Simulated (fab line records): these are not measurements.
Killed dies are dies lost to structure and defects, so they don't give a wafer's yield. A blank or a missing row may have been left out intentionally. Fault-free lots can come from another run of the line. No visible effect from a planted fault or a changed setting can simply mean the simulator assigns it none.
Chamber matching | flow nand_harc | NHARC_P_ZERO_WELL_ETCH_63 on rie_si-06: 4 sister chambers
The step etches the open film in HBr/Cl2, target depth 120 nm, time 40.1 s. 4 wafers are shown with their chamber, then 9 later ones without.

== WAFERS WITH THEIR CHAMBER ==
wafer  | chamber | drypump_motor_current_A (A)
L076.2 | 0       | 6.1
L077.3 | 3       | 6.4
L078.1 | 2       | 5.6
L078.5 | 1       | 5.9

== WAFERS WHOSE CHAMBER IS MISSING ==
wafer  | drypump_motor_current_A (A)
L080.1 | 6.1
L080.3 | 6.5
L080.5 | 5.6
L084.2 | 6.1
L084.4 | 6.5
L084.5 | 5.9
L087.1 | 6.4
L087.5 | 5.6
L087.6 | 6.4

== WHICH CHAMBER EACH WENT THROUGH ==
wafer  | from the rows above | in truth
L080.1 | 0                   | 0
L080.3 | 3                   | 3
L080.5 | 2                   | 2
L084.2 | 0                   | 0
L084.4 | 3                   | 3
L084.5 | 1                   | 1
L087.1 | 3                   | 3
L087.5 | 2                   | 2
L087.6 | 3                   | 3
Correct placement for 9 of the 9. Can't be placed from these rows: 0. Wrongly placed: 0.
How it was worked out, from the rows above alone: a wafer's distance from a chamber is the root of the sum, over the readings, of the square of ((its reading less the chamber's mean) divided by the reading's scatter). If the next closest chamber is less than 2 further off than the closest, the wafer can't be placed; otherwise it belongs to the closest. The mean given for a chamber averages the wafers shown for that chamber. The scatter (one wafer shown for each chamber): square how far every hidden wafer sits from the nearest shown wafer, average those squares and take the square root.
